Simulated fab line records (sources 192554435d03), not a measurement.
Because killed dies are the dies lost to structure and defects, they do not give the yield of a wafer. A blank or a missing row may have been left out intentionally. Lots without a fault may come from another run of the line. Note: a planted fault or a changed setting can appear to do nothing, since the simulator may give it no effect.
fab line records    flow n5-finfet
[record] lots = 24  wafers = 72  last-day = 17
route steps=1938 shown BEOL_M5@1150
lots with no fault: from the same line, run without faults
start-h: the number of hours between the record's first day and the start of the first shown wafer of the lot    wait-h: time in hours since the lot's previous step    " same as the row above    L1.1+2: a row that stands for several wafers    - value missing, or start not given    * or withheld: withheld    < > ~ a bound
route shown NAME@n: a module of which the file shows steps, and the number in the route of the first    usual: the fault-free wafers' mean and standard deviation    same: alike in all rows    chamber/n: place in a boat    sites: each site's reading    _std_site: standard deviation across them    _edge_site: inner sites' mean taken away from outer sites' mean    radius-mm: how far each site lies from the wafer's centre    mask NAME#n: copy n    behind: the most recent tool/chamber to have shaped the wafer    hold: reason for holding the lot/hours on hold/outcome of the hold    device: which transistor (n, p or np) failed to switch    end of line: the same wafers' tests at the end of the route    a step given without rows: its recipe and nothing more    killed: at the first sort, the dies lost to defects and structure; wafer yield is something else    map: dies across one wafer; x = killed, . = not, _ = none there
set.NAME: the setting that was run; set.NAME@STEP: the one run at that earlier step    model.NAME: the simulator's own value behind a step, which no gauge read
the route's steps for a sample of lots (tables are steps, rows are wafers)
services: from which hour (start-h, from the record's first day; less than 0 if before it) a tool's chamber was out of use, for how many hours, and why
[[steps]]
[step N5_BEOL_M5_INSPECT_30]
[recipe] mode = adi  inspect-instrument = brightfield
[usual] raw-defect-count = 411/87
lot.wafer  tool               chamber  start-h  wait-h  raw-defect-count
L074.2     defect-inspect-01  -        168.39   0.0     291
L074.5     "                  -        "        "       515
L074.6     "                  -        "        "       482
L075.1     defect-inspect-02  -        175.56   0.1     360
L075.2     "                  -        "        "       457
L075.4     "                  -        "        "       479
L077.1     defect-inspect-01  -        186.72   0.1     309
L077.4     "                  -        "        "       380
L077.6     "                  -        "        "       375
L076.1     defect-inspect-02  -        186.77   0.1     533
L076.2     "                  -        "        "       427
L076.4     "                  -        "        "       264
L078.1     defect-inspect-01  -        193.91   0.1     288
L078.3     "                  -        "        "       307
L078.5     "                  -        "        "       270
L079.3     defect-inspect-01  -        203.83   0.0     347
L079.4     "                  -        "        "       327
L079.6     "                  -        "        "       306
L080.1     defect-inspect-01  -        209.68   0.1     393
L080.2     "                  -        "        "       439
L080.6     "                  -        "        "       659
L081.3     defect-inspect-02  -        214.78   0.0     421
L081.5     "                  -        "        "       474
L081.6     "                  -        "        "       377
L082.1     defect-inspect-01  -        219.37   0.1     424
L082.3     "                  -        "        "       402
L082.6     "                  -        "        "       317
L083.2     defect-inspect-02  -        221.32   0.0     484
L083.5     "                  -        "        "       346
L083.6     "                  -        "        "       285
L084.1     defect-inspect-02  -        239.40   0.1     419
L084.2     "                  -        "        "       556
L084.5     "                  -        "        "       444
L085.2     defect-inspect-02  -        240.20   0.0     356
L085.4     "                  -        "        "       516
L085.5     "                  -        "        "       375
L086.1     defect-inspect-01  -        244.35   0.1     395
L086.2     "                  -        "        "       391
L086.6     "                  -        "        "       428
L087.1     defect-inspect-02  -        261.09   0.1     555
L087.3     "                  -        "        "       554
L087.4     "                  -        "        "       437
L088.1     defect-inspect-02  -        262.64   0.1     473
L088.4     "                  -        "        "       481
L088.5     "                  -        "        "       390
L089.1     defect-inspect-01  -        268.24   0.1     472
L089.2     "                  -        "        "       368
L089.6     "                  -        "        "       225
L091.2     defect-inspect-01  -        271.25   0.0     398
L091.4     "                  -        "        "       519
L091.5     "                  -        "        "       528
L090.1     defect-inspect-01  -        271.30   0.1     415
L090.3     "                  -        "        "       426
L090.6     "                  -        "        "       401
L092.2     defect-inspect-02  -        277.78   0.0     313
L092.4     "                  -        "        "       337
L092.5     "                  -        "        "       281
L093.1     defect-inspect-02  -        289.59   0.1     561
L093.4     "                  -        "        "       244
L093.6     "                  -        "        "       419
L094.3     defect-inspect-01  -        297.94   0.0     561
L094.5     "                  -        "        "       498
L094.6     "                  -        "        "       489
L096.1     defect-inspect-01  -        301.14   0.1     452
L096.4     "                  -        "        "       422
L096.5     "                  -        "        "       453
L095.3     defect-inspect-01  -        307.33   0.0     305
L095.5     "                  -        "        "       341
L095.6     "                  -        "        "       335
L097.3     defect-inspect-01  -        310.47   0.0     277
L097.4     "                  -        "        "       400
L097.5     "                  -        "        "       347
[step N5_BEOL_M5_ETCH_75]
[recipe] chemistry = N2/H2  target = underlayer  target-depth-a = 65  mask-material = CAR-EUV  time-s = 5.2  ion-energy-ev = 200  pressure-mtorr = 30  source-w = 840  bias-w = 150  n2-flow-sccm = 200  h2-flow-sccm = 200  ends = cleared
[usual] drypump-motor-current-A = 5.8/0.36  etch-rf-on-time-s = 5.20/0.086  oes-product-au = 0.65/0.06  rf-vpp-V = 522.2/3  showerhead-plenum-p-Torr = 2.48/0.1  throttle-valve-pct = 17.84/0.21
lot.wafer  tool         chamber  start-h  wait-h  drypump-motor-current-A  etch-rf-on-time-s  oes-product-au  rf-hours-counter-h  rf-vpp-V  showerhead-plenum-p-Torr  throttle-valve-pct
L074.2     rie-diel-04  3        168.46   0.0     5.4                      5.29               0.74            53                  523.6     2.50                      17.80
L074.5     "            0        "        "       6.5                      5.17               0.69            -                   527.8     2.67                      18.06
L074.6     "            3        "        "       5.4                      5.32               0.74            -                   523.7     2.50                      17.81
L075.1     rie-diel-05  1        175.63   0.0     5.8                      5.16               0.68            107                 520.8     2.35                      17.94
L075.2     "            0        "        "       6.1                      5.28               0.60            205                 521.0     2.41                      17.97
L075.4     "            2        "        "       5.6                      5.10               0.76            31                  523.5     2.61                      17.49
L077.1     rie-diel-04  1        186.83   0.0     6.6                      5.29               0.60            178                 523.1     2.51                      17.54
L077.4     "            3        "        "       5.4                      5.29               0.74            -                   522.3     2.50                      17.83
L077.6     "            0        "        "       6.6                      5.26               0.69            -                   529.8     2.67                      18.10
L076.1     rie-diel-05  2        186.86   0.0     5.6                      5.07               0.76            34                  527.4     2.61                      17.51
L076.2     "            0        "        "       6.1                      5.28               0.59            209                 520.9     2.41                      17.98
L076.4     "            3        "        "       5.5                      5.26               0.63            184                 519.4     2.44                      17.80
L078.1     rie-diel-05  2        193.98   0.0     5.5                      5.14               0.75            37                  523.2     2.61                      17.51
L078.3     "            3        "        "       5.5                      5.30               0.63            186                 524.1     2.43                      17.78
L078.5     "            1        "        "       5.7                      5.32               0.66            -                   518.5     2.34                      17.94
L079.3     rie-diel-05  3        204.28   0.0     5.5                      5.27               0.63            190                 519.3     2.43                      17.80
L079.4     "            3        "        "       5.5                      5.29               0.62            -                   519.8     2.43                      17.78
L079.6     "            0        "        "       6.1                      5.32               0.58            -                   519.4     2.41                      18.00
L080.1     rie-diel-01  1        210.04   0.0     5.6                      5.29               0.60            194                 522.9     2.54                      18.17
L080.2     "            0        "        "       5.2                      5.21               0.82            8                   525.1     2.60                      17.50
L080.6     "            2        "        "       5.5                      5.29               0.58            -                   525.2     2.63                      18.14
L081.3     rie-diel-04  0        214.84   0.0     6.6                      5.22               0.68            113                 527.2     2.67                      18.09
L081.5     "            1        "        "       6.5                      5.17               0.62            -                   522.7     2.51                      17.57
L081.6     "            2        "        "       5.6                      5.13               0.64            -                   523.7     2.56                      17.54
L082.1     rie-diel-05  3        219.44   0.0     5.5                      5.25               0.62            196                 521.2     2.43                      17.85
L082.3     "            2        "        "       5.6                      5.11               0.74            47                  525.4     2.60                      17.53
L082.6     "            3        "        "       5.6                      5.24               0.63            -                   522.5     2.43                      17.83
L083.2     rie-diel-05  0        221.38   0.0     6.1                      5.30               0.58            221                 520.6     2.40                      18.02
L083.5     "            2        "        "       5.5                      5.09               0.75            -                   526.7     2.60                      17.54
L083.6     "            3        "        "       5.5                      5.15               0.64            -                   517.6     2.43                      17.80
L084.1     rie-diel-04  0        239.77   0.0     6.5                      5.18               0.68            120                 527.6     2.67                      18.10
L084.2     "            1        "        "       6.5                      5.18               0.59            195                 521.1     2.50                      17.55
L084.5     "            2        "        "       5.6                      5.01               0.64            -                   524.7     2.55                      17.62
L085.2     rie-diel-05  1        240.69   0.0     5.7                      5.25               0.66            120                 520.7     2.34                      17.96
L085.4     "            0        "        "       6.0                      5.30               0.58            227                 519.0     2.40                      18.03
L085.5     "            1        "        "       5.7                      5.28               0.66            -                   519.2     2.34                      17.96
L086.1     rie-diel-01  1        244.42   0.0     5.6                      5.25               0.60            204                 522.6     2.53                      18.18
L086.2     "            3        "        "       5.5                      5.21               0.59            228                 525.7     2.61                      17.85
L086.6     "            1        "        "       5.6                      5.27               0.60            -                   525.6     2.53                      18.17
L087.1     rie-diel-05  0        261.16   0.0     6.0                      5.28               0.57            233                 520.4     2.40                      18.01
L087.3     "            2        "        "       5.5                      5.02               0.73            60                  524.6     2.60                      17.59
L087.4     "            1        "        "       5.7                      5.17               0.67            127                 518.1     2.34                      17.97
L088.1     rie-diel-05  0        262.71   0.0     6.1                      5.27               0.57            233                 518.2     2.40                      18.03
L088.4     "            0        "        "       6.0                      5.29               0.59            -                   520.4     2.40                      18.05
L088.5     "            3        "        "       5.5                      5.19               0.62            -                   519.0     2.42                      17.85
L089.1     rie-diel-05  3        268.36   0.0     5.5                      5.23               0.62            211                 521.6     2.42                      17.86
L089.2     "            0        "        "       6.0                      5.22               0.58            235                 521.0     2.40                      18.05
L089.6     "            1        "        "       5.6                      5.20               0.65            -                   518.3     2.34                      17.99
L091.2     rie-diel-04  2        271.32   0.0     5.6                      5.06               0.63            166                 524.2     2.55                      17.61
L091.4     "            0        "        "       6.6                      5.23               0.67            129                 526.4     2.66                      18.14
L091.5     "            1        "        "       6.5                      5.22               0.60            -                   521.5     2.50                      17.57
L090.1     rie-diel-05  1        271.37   0.0     5.7                      5.21               0.66            131                 520.0     2.34                      17.99
L090.3     "            3        "        "       5.5                      5.28               0.61            212                 521.1     2.42                      17.82
L090.6     "            1        "        "       5.7                      5.22               0.66            -                   519.2     2.34                      17.97
L092.2     rie-diel-05  1        277.96   0.0     5.7                      5.23               0.65            134                 519.3     2.33                      17.97
L092.4     "            3        "        "       5.6                      5.24               0.61            215                 520.6     2.42                      17.86
L092.5     "            3        "        "       5.6                      5.22               0.61            -                   521.5     2.42                      17.84
L093.1     rie-diel-04  0        289.89   0.0     6.6                      5.17               0.67            133                 526.4     2.66                      18.13
L093.4     "            3        "        "       5.4                      5.29               0.70            91                  521.4     2.48                      17.88
L093.6     "            3        "        "       5.4                      5.36               0.70            -                   520.4     2.48                      17.87
L094.3     rie-diel-05  1        298.01   0.0     5.7                      5.18               0.64            139                 519.3     2.33                      17.97
L094.5     "            0        "        "       6.1                      5.19               0.56            -                   520.9     2.39                      18.04
L094.6     "            1        "        "       5.7                      5.21               0.64            -                   518.9     2.33                      17.98
L096.1     rie-diel-05  0        301.29   0.0     6.1                      5.27               0.57            246                 520.1     2.39                      18.03
L096.4     "            2        "        "       5.6                      5.05               0.71            67                  523.1     2.60                      17.57
L096.5     "            3        "        "       5.5                      5.16               0.60            -                   521.1     2.42                      17.85
L095.3     rie-diel-04  3        307.50   0.0     5.4                      5.27               0.70            96                  521.8     2.48                      17.89
L095.5     "            0        "        "       6.5                      5.13               0.66            -                   526.0     2.66                      18.14
L095.6     "            3        "        "       5.4                      5.22               0.70            -                   523.0     2.48                      17.87
L097.3     rie-diel-05  0        310.53   0.0     6.1                      5.23               0.58            249                 519.2     2.39                      18.03
L097.4     "            1        "        "       5.7                      5.20               0.63            143                 518.1     2.33                      17.97
L097.5     "            1        "        "       5.7                      5.25               0.64            -                   519.1     2.33                      17.99
[step N5_BEOL_M5_ETCH_41]
[recipe] chemistry = CH3F/O2  target = SiCN  target-depth-a = 315  taper-deg = 2  time-s = 56.7  ion-energy-ev = 120  mask-material = TiN  pressure-mtorr = 30  source-w = 395  bias-w = 75  Ar_flow_sccm = 150  CH3F_flow_sccm = 30  O2_flow_sccm = 20
[usual] O2_flow_sccm = 20.01/0.062  drypump-motor-current-A = 5.8/0.36  oes-product-au = 0.76/0.071  rf-vpp-V = 296.4/1.8  showerhead-plenum-p-Torr = 1.96/0.078  throttle-valve-pct = 16.32/0.24
lot.wafer  tool         chamber  start-h  wait-h  O2_flow_sccm  drypump-motor-current-A  oes-product-au  rf-hours-counter-h  rf-vpp-V  showerhead-plenum-p-Torr  throttle-valve-pct
L074.2     rie-diel-04  3        -        -       19.93         5.4                      0.88            54                  294.4     1.95                      16.05
L074.5     "            0        "        "       19.97         6.5                      0.83            -                   299.6     2.11                      16.51
L074.6     "            3        "        "       19.99         5.4                      0.89            -                   296.3     1.95                      16.05
L075.1     rie-diel-05  1        -        -       20.09         5.7                      0.78            107                 294.9     1.86                      16.53
L075.2     "            0        "        "       19.97         6.1                      0.69            205                 295.2     1.90                      16.51
L075.4     "            2        "        "       20.01         5.5                      0.89            32                  299.1     2.05                      15.91
L077.1     rie-diel-04  1        -        -       19.98         6.5                      0.72            178                 297.7     1.98                      16.22
L077.4     "            3        "        "       20.00         5.4                      0.87            -                   293.8     1.95                      16.07
L077.6     "            0        "        "       19.96         6.5                      0.81            -                   300.8     2.11                      16.53
L076.1     rie-diel-05  2        -        -       20.00         5.5                      0.88            35                  298.1     2.04                      15.92
L076.2     "            0        "        "       19.96         6.0                      0.69            209                 296.6     1.90                      16.54
L076.4     "            3        "        "       20.01         5.6                      0.73            185                 296.3     1.92                      16.31
L078.1     rie-diel-05  2        -        -       20.10         5.6                      0.88            37                  298.3     2.04                      15.91
L078.3     "            3        "        "       20.05         5.5                      0.73            186                 296.0     1.92                      16.34
L078.5     "            1        "        "       20.02         5.7                      0.78            -                   294.9     1.86                      16.52
L079.3     rie-diel-05  3        -        -       20.03         5.6                      0.73            190                 296.7     1.92                      16.34
L079.4     "            3        "        "       19.99         5.6                      0.73            -                   296.6     1.92                      16.32
L079.6     "            0        "        "       19.94         6.0                      0.69            -                   294.6     1.89                      16.52
L080.1     rie-diel-01  1        -        -       20.08         5.6                      0.71            194                 298.2     1.97                      16.44
L080.2     "            0        "        "       20.01         5.3                      0.96            8                   297.6     2.05                      15.92
L080.6     "            2        "        "       19.94         5.5                      0.69            -                   299.8     2.07                      16.53
L081.3     rie-diel-04  0        -        -       20.00         6.5                      0.81            113                 299.8     2.11                      16.56
L081.5     "            1        "        "       19.92         6.5                      0.71            -                   299.1     1.98                      16.23
L081.6     "            2        "        "       19.98         5.6                      0.75            -                   298.0     2.00                      15.98
L082.1     rie-diel-05  3        -        -       19.93         5.5                      0.72            196                 296.2     1.92                      16.36
L082.3     "            2        "        "       19.90         5.6                      0.86            47                  299.6     2.04                      15.92
L082.6     "            3        "        "       19.82         5.5                      0.73            -                   295.5     1.92                      16.35
L083.2     rie-diel-05  0        -        -       20.03         6.0                      0.68            221                 294.1     1.89                      16.54
L083.5     "            2        "        "       20.04         5.6                      0.87            -                   297.8     2.04                      15.95
L083.6     "            3        "        "       19.98         5.5                      0.73            -                   293.6     1.92                      16.35
L084.1     rie-diel-04  0        -        -       19.93         6.5                      0.80            120                 298.5     2.11                      16.56
L084.2     "            1        "        "       19.94         6.5                      0.71            195                 296.9     1.98                      16.25
L084.5     "            2        "        "       20.01         5.6                      0.74            -                   297.6     2.00                      15.97
L085.2     rie-diel-05  1        -        -       20.06         5.7                      0.77            120                 293.8     1.86                      16.55
L085.4     "            0        "        "       20.03         6.0                      0.68            227                 295.9     1.89                      16.54
L085.5     "            1        "        "       20.13         5.7                      0.77            -                   294.2     1.86                      16.54
L086.1     rie-diel-01  1        -        -       20.07         5.6                      0.70            204                 297.8     1.97                      16.44
L086.2     "            3        "        "       19.96         5.4                      0.69            228                 297.6     2.06                      16.42
L086.6     "            1        "        "       19.90         5.6                      0.69            -                   297.4     1.97                      16.46
L087.1     rie-diel-05  0        -        -       19.98         6.0                      0.67            233                 295.8     1.89                      16.57
L087.3     "            2        "        "       20.03         5.6                      0.85            60                  297.3     2.04                      15.96
L087.4     "            1        "        "       20.00         5.7                      0.77            127                 293.2     1.85                      16.57
L088.1     rie-diel-05  0        -        -       20.05         6.0                      0.67            233                 294.8     1.89                      16.56
L088.4     "            0        "        "       20.07         6.0                      0.67            -                   297.5     1.89                      16.55
L088.5     "            3        "        "       19.93         5.6                      0.72            -                   296.1     1.92                      16.38
L089.1     rie-diel-05  3        -        -       20.14         5.5                      0.72            211                 295.2     1.92                      16.37
L089.2     "            0        "        "       19.95         6.1                      0.68            236                 293.9     1.89                      16.56
L089.6     "            1        "        "       19.89         5.7                      0.77            -                   295.3     1.85                      16.56
L091.2     rie-diel-04  2        -        -       19.93         5.6                      0.73            166                 297.2     1.99                      15.99
L091.4     "            0        "        "       20.04         6.6                      0.79            129                 299.5     2.10                      16.55
L091.5     "            1        "        "       20.09         6.5                      0.70            -                   297.5     1.98                      16.25
L090.1     rie-diel-05  1        -        -       20.00         5.7                      0.76            131                 294.2     1.85                      16.56
L090.3     "            3        "        "       20.00         5.5                      0.72            212                 296.6     1.91                      16.36
L090.6     "            1        "        "       20.03         5.7                      0.77            -                   294.6     1.85                      16.56
L092.2     rie-diel-05  1        -        -       19.98         5.7                      0.76            134                 293.9     1.85                      16.57
L092.4     "            3        "        "       20.06         5.5                      0.72            215                 294.2     1.91                      16.38
L092.5     "            3        "        "       20.02         5.6                      0.72            -                   296.2     1.91                      16.38
L093.1     rie-diel-04  0        -        -       19.95         6.6                      0.79            133                 298.6     2.10                      16.57
L093.4     "            3        "        "       19.99         5.4                      0.84            91                  296.4     1.94                      16.13
L093.6     "            3        "        "       20.03         5.4                      0.83            -                   295.6     1.94                      16.13
L094.3     rie-diel-05  1        -        -       19.90         5.7                      0.75            139                 294.8     1.85                      16.57
L094.5     "            0        "        "       20.04         6.0                      0.67            -                   295.0     1.88                      16.58
L094.6     "            1        "        "       20.04         5.7                      0.76            -                   293.7     1.85                      16.58
L096.1     rie-diel-05  0        -        -       20.02         6.0                      0.67            246                 295.1     1.88                      16.58
L096.4     "            2        "        "       19.96         5.5                      0.84            67                  298.1     2.03                      15.96
L096.5     "            3        "        "       19.96         5.6                      0.71            -                   295.5     1.91                      16.40
L095.3     rie-diel-04  3        -        -       20.00         5.4                      0.82            96                  295.7     1.94                      16.14
L095.5     "            0        "        "       20.03         6.6                      0.78            -                   299.0     2.10                      16.58
L095.6     "            3        "        "       20.03         5.4                      0.83            -                   296.3     1.94                      16.15
L097.3     rie-diel-05  0        -        -       20.03         6.0                      0.67            249                 294.6     1.88                      16.59
L097.4     "            1        "        "       19.96         5.8                      0.74            143                 294.0     1.85                      16.59
L097.5     "            1        "        "       19.91         5.8                      0.74            -                   293.5     1.85                      16.61
[step N5_BEOL_M5_OCD_MEAS_38]
[usual] trench-depth-nm = 71.3/1
lot.wafer  tool    chamber  start-h  wait-h  trench-depth-nm
L074.2     ocd-01  -        168.84   -       71.7
L074.5     "       -        "        "       72.0
L074.6     "       -        "        "       71.1
L075.1     ocd-01  -        176.01   -       71.5
L075.2     "       -        "        "       70.7
L075.4     "       -        "        "       72.3
L077.1     ocd-01  -        187.21   -       70.7
L077.4     "       -        "        "       71.5
L077.6     "       -        "        "       72.0
L076.1     ocd-02  -        187.24   -       72.0
L076.2     "       -        "        "       70.1
L076.4     "       -        "        "       69.7
L078.1     ocd-01  -        194.36   -       72.5
L078.3     "       -        "        "       70.6
L078.5     "       -        "        "       71.2
L079.3     ocd-02  -        204.67   -       69.7
L079.4     "       -        "        "       70.2
L079.6     "       -        "        "       69.0
L080.1     ocd-01  -        210.44   -       70.7
L080.2     "       -        "        "       71.0
L080.6     "       -        "        "       71.0
L081.3     ocd-01  -        215.23   -       72.0
L081.5     "       -        "        "       71.6
L081.6     "       -        "        "       72.2
L082.1     ocd-01  -        219.82   -       69.7
L082.3     "       -        "        "       72.5
L082.6     "       -        "        "       70.9
L083.2     ocd-01  -        221.78   -       69.2
L083.5     "       -        "        "       72.7
L083.6     "       -        "        "       71.2
L084.1     ocd-01  -        240.16   -       72.1
L084.2     "       -        "        "       70.9
L084.5     "       -        "        "       72.6
L085.2     ocd-02  -        241.07   -       70.9
L085.4     "       -        "        "       69.7
L085.5     "       -        "        "       71.2
L086.1     ocd-02  -        244.80   -       70.4
L086.2     "       -        "        "       71.2
L086.6     "       -        "        "       70.4
L087.1     ocd-01  -        261.54   -       70.3
L087.3     "       -        "        "       73.0
L087.4     "       -        "        "       71.3
L088.1     ocd-01  -        263.10   -       71.0
L088.4     "       -        "        "       70.5
L088.5     "       -        "        "       71.4
L089.1     ocd-02  -        268.74   -       71.5
L089.2     "       -        "        "       70.5
L089.6     "       -        "        "       72.1
L091.2     ocd-02  -        271.71   -       73.1
L091.4     "       -        "        "       71.1
L091.5     "       -        "        "       70.2
L090.1     ocd-01  -        271.76   -       71.5
L090.3     "       -        "        "       71.3
L090.6     "       -        "        "       72.3
L092.2     ocd-01  -        278.35   -       72.2
L092.4     "       -        "        "       71.7
L092.5     "       -        "        "       71.5
L093.1     ocd-02  -        290.28   -       72.9
L093.4     "       -        "        "       72.3
L093.6     "       -        "        "       72.1
L094.3     ocd-01  -        298.39   -       72.0
L094.5     "       -        "        "       69.9
L094.6     "       -        "        "       71.7
L096.1     ocd-01  -        301.68   -       70.0
L096.4     "       -        "        "       72.3
L096.5     "       -        "        "       70.7
L095.3     ocd-02  -        307.89   -       70.9
L095.5     "       -        "        "       72.5
L095.6     "       -        "        "       71.7
L097.3     ocd-02  -        310.92   -       70.5
L097.4     "       -        "        "       71.0
L097.5     "       -        "        "       71.3
[step N5_BEOL_M5_DEP_56]
[recipe] material = SiCN  target-thk-a = 80  temp-c = withheld  precursor = 3MS/NH3  pressure-torr = 3  rf-w = 202  time-s = 14
[usual] showerhead-plenum-p-Torr = 3.659/0.014  throttle-valve-pct = 9.0/0.59
lot.wafer  tool      chamber  start-h  wait-h  showerhead-plenum-p-Torr  throttle-valve-pct
L074.2     pecvd-04  2        176.06   0.0     3.656                     8.6
L074.5     "         0        "        "       3.650                     9.5
L074.6     "         2        "        "       3.654                     8.9
L075.1     pecvd-01  2        183.02   0.0     3.639                     8.2
L075.2     "         0        "        "       3.653                     9.4
L075.4     "         0        "        "       3.652                     9.5
L077.1     pecvd-01  2        193.76   0.0     3.645                     8.3
L077.4     "         2        "        "       3.633                     8.2
L077.6     "         1        "        "       3.678                     8.8
L076.1     pecvd-04  0        194.45   0.0     3.647                     9.7
L076.2     "         1        "        "       3.651                     9.8
L076.4     "         1        "        "       3.642                     9.8
L078.1     pecvd-04  1        202.41   0.0     3.645                     9.7
L078.3     "         0        "        "       3.645                     9.3
L078.5     "         2        "        "       3.651                     8.9
L079.3     pecvd-04  1        212.92   0.0     3.650                     9.8
L079.4     "         0        "        "       3.647                     9.5
L079.6     "         2        "        "       3.650                     9.0
L080.1     pecvd-03  0        218.72   0.0     3.652                     9.3
L080.2     "         2        "        "       3.664                     8.2
L080.6     "         2        "        "       3.679                     7.9
L081.3     pecvd-03  0        222.24   0.0     3.646                     9.3
L081.5     "         1        "        "       3.675                     9.2
L081.6     "         0        "        "       3.653                     8.9
L082.1     pecvd-01  0        226.98   0.0     3.659                     9.5
L082.3     "         2        "        "       3.635                     8.2
L082.6     "         2        "        "       3.638                     8.4
L083.2     pecvd-03  2        229.72   0.0     3.669                     7.9
L083.5     "         0        "        "       3.652                     9.1
L083.6     "         2        "        "       3.671                     8.1
L084.1     pecvd-01  1        246.79   0.0     3.664                     8.8
L084.2     "         0        "        "       3.669                     9.3
L084.5     "         0        "        "       3.658                     9.9
L085.2     pecvd-01  0        247.85   0.0     3.659                     9.5
L085.4     "         1        "        "       3.671                     8.7
L085.5     "         0        "        "       3.666                     9.8
L086.1     pecvd-03  1        252.27   0.0     3.680                     8.9
L086.2     "         0        "        "       3.641                     9.2
L086.6     "         0        "        "       3.650                     9.0
L087.1     pecvd-03  2        269.59   0.0     3.662                     8.1
L087.3     "         1        "        "       3.673                     9.1
L087.4     "         1        "        "       3.672                     9.0
L088.1     pecvd-01  0        270.06   0.0     3.665                     9.7
L088.4     "         1        "        "       3.684                     8.7
L088.5     "         0        "        "       3.661                     9.5
L089.1     pecvd-03  2        276.93   0.0     3.662                     8.1
L089.2     "         1        "        "       3.681                     8.9
L089.6     "         2        "        "       3.681                     8.3
L091.2     pecvd-03  1        278.78   0.0     3.676                     8.9
L091.4     "         1        "        "       3.684                     8.9
L091.5     "         1        "        "       3.680                     9.0
L090.1     pecvd-01  0        278.93   0.0     3.657                     9.8
L090.3     "         2        "        "       3.639                     8.3
L090.6     "         0        "        "       3.670                     9.9
L092.2     pecvd-01  1        286.38   0.0     3.667                     8.5
L092.4     "         0        "        "       3.653                     9.9
L092.5     "         1        "        "       3.675                     8.6
L093.1     pecvd-01  1        296.67   0.0     3.672                     8.7
L093.4     "         1        "        "       3.673                     8.9
L093.6     "         2        "        "       3.642                     8.1
L094.3     pecvd-04  0        306.53   0.0     3.643                     9.4
L094.5     "         1        "        "       3.658                     9.7
L094.6     "         0        "        "       3.644                     9.5
L096.1     pecvd-03  2        309.49   0.0     3.666                     7.9
L096.4     "         1        "        "       3.672                     9.2
L096.5     "         0        "        "       3.655                     8.9
L095.3     pecvd-04  1        315.98   0.0     3.648                     9.7
L095.5     "         0        "        "       3.654                     9.6
L095.6     "         2        "        "       3.659                     8.9
L097.3     pecvd-04  0        318.17   0.0     3.651                     9.6
L097.4     "         0        "        "       3.648                     9.8
L097.5     "         2        "        "       3.642                     8.7
[step N5_BEOL_M5_RS_MEAS_57]
[recipe] thk-meas-gauge = four-point-probe  reads = Co_of_BEOL_M5_CO_CAP_78+Cu_of_BEOL_M5_ECD_50+Co_of_BEOL_M5_CVD_47+TaN_of_BEOL_M5_ALD_86
[usual] M5_RS = 0.396/0.013
lot.wafer  tool           chamber  start-h  wait-h  M5_RS[ohm/sq]
L074.2     film-metro-02  -        176.13   0.1     0.406
L074.5     "              -        "        "       0.404
L074.6     "              -        "        "       0.409
L075.1     film-metro-02  -        183.11   0.1     0.407
L075.2     "              -        "        "       0.417
L075.4     "              -        "        "       0.385
L077.1     film-metro-01  -        193.83   0.0     0.417
L077.4     "              -        "        "       0.403
L077.6     "              -        "        "       0.411
L076.1     film-metro-02  -        194.51   0.0     0.390
L076.2     "              -        "        "       0.410
L076.4     "              -        "        "       0.409
L078.1     film-metro-02  -        202.48   0.0     0.390
L078.3     "              -        "        "       0.409
L078.5     "              -        "        "       0.403
L079.3     film-metro-01  -        212.99   0.1     0.390
L079.4     "              -        "        "       0.398
L079.6     "              -        "        "       0.402
L080.1     film-metro-02  -        218.79   0.0     0.386
L080.2     "              -        "        "       0.398
L080.6     "              -        "        "       0.404
L081.3     film-metro-01  -        222.31   0.1     0.382
L081.5     "              -        "        "       0.387
L081.6     "              -        "        "       0.384
L082.1     film-metro-02  -        227.04   0.0     0.421
L082.3     "              -        "        "       0.389
L082.6     "              -        "        "       0.405
L083.2     film-metro-01  -        229.79   0.1     0.415
L083.5     "              -        "        "       0.388
L083.6     "              -        "        "       0.402
L084.1     film-metro-01  -        246.85   0.0     0.397
L084.2     "              -        "        "       0.396
L084.5     "              -        "        "       0.373
L085.2     film-metro-01  -        247.92   0.1     0.398
L085.4     "              -        "        "       0.394
L085.5     "              -        "        "       0.395
L086.1     film-metro-01  -        252.33   0.0     0.404
L086.2     "              -        "        "       0.383
L086.6     "              -        "        "       0.423
L087.1     film-metro-02  -        269.65   0.0     0.399
L087.3     "              -        "        "       0.386
L087.4     "              -        "        "       0.386
L088.1     film-metro-02  -        270.12   0.0     0.421
L088.4     "              -        "        "       0.406
L088.5     "              -        "        "       0.403
L089.1     film-metro-01  -        277.02   0.1     0.400
L089.2     "              -        "        "       0.405
L089.6     "              -        "        "       0.395
L091.2     film-metro-02  -        278.87   0.1     0.388
L091.4     "              -        "        "       0.397
L091.5     "              -        "        "       0.395
L090.1     film-metro-02  -        279.00   0.0     0.397
L090.3     "              -        "        "       0.411
L090.6     "              -        "        "       0.400
L092.2     film-metro-02  -        286.45   0.1     0.395
L092.4     "              -        "        "       0.407
L092.5     "              -        "        "       0.413
L093.1     film-metro-01  -        296.74   0.0     0.373
L093.4     "              -        "        "       0.377
L093.6     "              -        "        "       0.374
L094.3     film-metro-02  -        306.60   0.1     0.370
L094.5     "              -        "        "       0.394
L094.6     "              -        "        "       0.368
L096.1     film-metro-02  -        309.56   0.0     0.391
L096.4     "              -        "        "       0.380
L096.5     "              -        "        "       0.375
L095.3     film-metro-01  -        316.05   0.1     0.384
L095.5     "              -        "        "       0.384
L095.6     "              -        "        "       0.373
L097.3     film-metro-01  -        318.24   0.1     0.403
L097.4     "              -        "        "       0.380
L097.5     "              -        "        "       0.397
[[services]]
tool         chamber  start-h  hours  kind
pecvd-04     -        147.50   1.4    repair
rie-diel-04  1        160.42   8.4    repair
rie-diel-04  -        161.90   4.3    pm
pecvd-01     1        171.12   15.5   repair
rie-diel-04  2        186.18   3.8    repair
pecvd-03     -        191.07   6.0    pm
rie-diel-05  1        199.14   22.3   repair
pecvd-01     -        202.24   14.6   pm
rie-diel-04  -        219.11   0.4    repair
pecvd-01     -        229.03   2.8    pm
pecvd-03     -        237.63   2.8    pm
pecvd-03     -        242.42   0.2    repair
pecvd-04     -        245.96   0.8    repair
pecvd-01     -        249.04   1.0    repair
rie-diel-05  2        262.35   13.6   repair
pecvd-03     0        276.47   5.5    scheduled-down
rie-diel-05  -        292.60   0.7    repair
pecvd-01     -        292.99   1.4    repair
pecvd-04     2        299.57   2.1    scheduled-down
rie-diel-05  0        312.77   -      clean
rie-diel-05  0        312.77   -      consumable-replace:focus-ring
rie-diel-05  0        312.77   -      consumable-replace:showerhead
rie-diel-05  0        312.77   11.7   scheduled-down
rie-diel-05  0        312.77   11.7   vent-cycle
[[key]]
fault none
